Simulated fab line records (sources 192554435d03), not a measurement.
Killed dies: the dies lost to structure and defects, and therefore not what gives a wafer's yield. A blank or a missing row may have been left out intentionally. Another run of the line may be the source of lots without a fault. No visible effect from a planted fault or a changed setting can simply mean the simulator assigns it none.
Split-lot experiment + flow n5Finfet + on a route of 1938 steps: 7 lots, 39 wafers read

THE SPLIT
At N5_GATE_CUT_EXPOSE_10 (exposes mask GATE CUT, target cd 20 nm), the setting doseMj was moved away from the recipe's 43.25 on 12 of the 39 wafers read, by -8.0% to +7.0%. All remaining wafers had this setting at the recipe value.

FROM THE SPLIT TO THE READING: what the file shows between them, 2 steps
- N5_GATE_CUT_PEB_11: peb time 60 s
- N5_GATE_CUT_DEVELOP_12: develop time 30 s

THE READING
cdNm (nm) at N5_GATE_CUT_CD_MEAS_13, where the cd target is 20 nm. Fault-free wafers of this fab line usually give 19.96 nm, standard deviation 0.24 nm.

| wafer  | tool, chamber at the split | doseMj as run | against the recipe | cdNm, nm | against lot-mates on the recipe |
|--------|----------------------------|---------------|--------------------|----------|---------------------------------|
| L074.1 | euvScanner-02, 0           | 44.9          | +3.8%              | 20.49    | +0.47                           |
| L074.2 | euvScanner-02, 0           | 44.9          | +3.8%              | 20.88    | +0.86                           |
| L074.3 | euvScanner-02, 0           | 44.9          | +3.8%              | 20.56    | +0.54                           |
| L074.4 | euvScanner-02, 0           | 43.25         | recipe             | 19.85    | -                               |
| L074.5 | euvScanner-02, 0           | 43.25         | recipe             | 20.37    | -                               |
| L074.6 | euvScanner-02, 0           | 43.25         | recipe             | 19.84    | -                               |
| L077.1 | euvScanner-02, 0           | 45.73         | +5.7%              | 21.07    | +1.11                           |
| L077.2 | euvScanner-02, 0           | 43.25         | recipe             | 19.64    | -                               |
| L077.3 | euvScanner-02, 0           | 43.25         | recipe             | 20.13    | -                               |
| L077.4 | euvScanner-02, 0           | 45.73         | +5.7%              | 21.02    | +1.06                           |
| L077.5 | euvScanner-02, 0           | 43.25         | recipe             | 20.12    | -                               |
| L077.6 | euvScanner-02, 0           | 45.73         | +5.7%              | 21.06    | +1.10                           |
| L081.2 | euvScanner-02, 0           | 43.25         | recipe             | 19.65    | -                               |
| L081.3 | euvScanner-02, 0           | 43.25         | recipe             | 20.15    | -                               |
| L081.4 | euvScanner-02, 0           | 43.25         | recipe             | 20.56    | -                               |
| L089.1 | euvScanner-01, 0           | 43.25         | recipe             | 19.68    | -                               |
| L089.2 | euvScanner-01, 0           | 43.25         | recipe             | 19.78    | -                               |
| L089.3 | euvScanner-01, 0           | 43.25         | recipe             | 19.86    | -                               |
| L089.4 | euvScanner-01, 0           | 43.25         | recipe             | 19.48    | -                               |
| L089.5 | euvScanner-01, 0           | 43.25         | recipe             | 19.86    | -                               |
| L089.6 | euvScanner-01, 0           | 43.25         | recipe             | 19.69    | -                               |
| L090.1 | euvScanner-01, 0           | 43.25         | recipe             | 19.84    | -                               |
| L090.2 | euvScanner-01, 0           | 43.25         | recipe             | 19.94    | -                               |
| L090.3 | euvScanner-01, 0           | 46.27         | +7.0%              | 21.42    | +1.58                           |
| L090.4 | euvScanner-01, 0           | 46.27         | +7.0%              | 21.40    | +1.56                           |
| L090.5 | euvScanner-01, 0           | 43.25         | recipe             | 19.73    | -                               |
| L090.6 | euvScanner-01, 0           | 46.27         | +7.0%              | 21.23    | +1.39                           |
| L091.1 | euvScanner-01, 0           | 43.25         | recipe             | 19.54    | -                               |
| L091.2 | euvScanner-01, 0           | 43.25         | recipe             | 19.68    | -                               |
| L091.3 | euvScanner-01, 0           | 39.8          | -8.0%              | 17.84    | -2.02                           |
| L091.4 | euvScanner-01, 0           | 43.25         | recipe             | 20.37    | -                               |
| L091.5 | euvScanner-01, 0           | 39.8          | -8.0%              | 18.20    | -1.66                           |
| L091.6 | euvScanner-01, 0           | 39.8          | -8.0%              | 17.75    | -2.11                           |
| L096.1 | euvScanner-02, 0           | 43.25         | recipe             | 19.97    | -                               |
| L096.2 | euvScanner-02, 0           | 43.25         | recipe             | 20.08    | -                               |
| L096.3 | euvScanner-02, 0           | 43.25         | recipe             | 19.83    | -                               |
| L096.4 | euvScanner-02, 0           | 43.25         | recipe             | 20.47    | -                               |
| L096.5 | euvScanner-02, 0           | 43.25         | recipe             | 19.73    | -                               |
| L096.6 | euvScanner-02, 0           | 43.25         | recipe             | 20.14    | -                               |

THE FIT
A straight line over all 39 wafers: cdNm changes by +0.222 nm for each +1% of doseMj; r = +0.95; the points scatter about the line by 0.26 nm.
The same after taking each lot's own level away (the mean of its wafers on the recipe; 39 wafers): +0.219 nm for each +1%; r = +0.96; scatter 0.24 nm.
According to that fit, moving doseMj by its largest amount changes the reading by 1.7 nm.
The lots' own levels span 19.725 to 20.120 nm, that is 1.6 times the standard deviation above.
Hence the lot-to-lot level has little effect on the slope; both slopes agree.
Check: with one of the wafers moved furthest among these (-8.0%) left out of the fit, the line predicts -1.74 nm for it against its lot-mates. It came out at -2.02 nm against them.

THE WHOLE CHAIN: every reading that the file lists as answering this split, in the file's order
| step                   | what it does                                                       | reading                                                        | change (the file's fit)               | r (the file's) |
|------------------------|--------------------------------------------------------------------|----------------------------------------------------------------|---------------------------------------|----------------|
| N5_GATE_CUT_CD_MEAS_13 | target cd 20 nm                                                    | cdNm                                                           | +0.216 nm for each +1% of the setting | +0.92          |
| N5_GATE_CUT_DESCUM_18  | chemistry O2, time 7 s                                             | GATE_CUT.cdNm (the simulator's own value, which no gauge read) | +0.22 nm for each +1% of the setting  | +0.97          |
| N5_GATE_CUT_ETCH_37    | etches SOC in N2/H2, target depth 60 nm, overetch 12 nm, time 90 s | GATE_CUT.cdNm (the simulator's own value, which no gauge read) | +0.228 nm for each +1% of the setting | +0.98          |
| N5_GATE_CUT_HM_OPEN_40 | chemistry C4F6/O2, target SiO2, target depth 139 nm, time 85.1 s   | GATE_CUT.cdNm (the simulator's own value, which no gauge read) | +0.238 nm for each +1% of the setting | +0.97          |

THE FILE'S OWN FIT
cdNm changes by +0.216 nm for each +1% of doseMj, r = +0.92.
